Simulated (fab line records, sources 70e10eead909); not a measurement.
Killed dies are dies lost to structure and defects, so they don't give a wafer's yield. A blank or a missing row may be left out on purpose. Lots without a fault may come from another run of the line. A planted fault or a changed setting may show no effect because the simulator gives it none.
Chamber matching | flow nand_harc | NHARC_A_SGD_CUT_ETCH_16 on rie_diel-08: 4 sister chambers
The step etches the open film in C4F8/O2/Ar, target depth 310.5 nm, time 155.2 s. 8 wafers are shown with their chamber, then 7 later ones without.

WAFERS WITH THEIR CHAMBER
wafer  | chamber | rf_vpp_V (V) | oes_product_au (a.u.)
L735.1 | 3       | 730          | 0.951
L739.2 | 1       | 721          | 0.982
L739.5 | 0       | 723          | 0.994
L739.6 | 3       | 729          | 0.961
L743.3 | 0       | 722          | 0.980
L743.6 | 2       | 720          | 0.966
L746.4 | 2       | 720          | 0.983
L746.5 | 1       | 719          | 0.967

WAFERS WITHOUT THEIR CHAMBER
wafer  | rf_vpp_V (V) | oes_product_au (a.u.)
L747.2 | 722          | 0.993
L747.3 | 720          | 0.981
L748.4 | 719          | 0.961
L748.6 | 728          | 0.968
L753.2 | 723          | 0.966
L753.3 | 721          | 0.971
L753.5 | 723          | 0.962

WHICH CHAMBER EACH WENT THROUGH
wafer  | from the rows above          | in truth
L747.2 | 0                            | 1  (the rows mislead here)
L747.3 | can't be placed: 1 or 2      | 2
L748.4 | can't be placed: 1 or 2      | 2
L748.6 | 3                            | 3
L753.2 | can't be placed: 0 or 1 or 2 | 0
L753.3 | can't be placed: 1 or 2 or 0 | 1
L753.5 | can't be placed: 0 or 1 or 2 | 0
Placed correctly: 1 of 7. Can't be placed from these rows: 5 (the true chamber is among the candidates in 5). Placed wrongly: 1.
How it was worked out, from the rows above alone: a wafer's distance from a chamber is the root of the sum, over the readings, of the square of ((its reading less the chamber's mean) divided by the reading's scatter). The wafer belongs to the nearest chamber; if the next one is less than 2 further off, it can't be placed. A chamber's mean is the mean of its shown wafers. The scatter: the root of (the sum of the squares of (reading less its chamber's mean) over the shown wafers, divided by (wafers less chambers)).
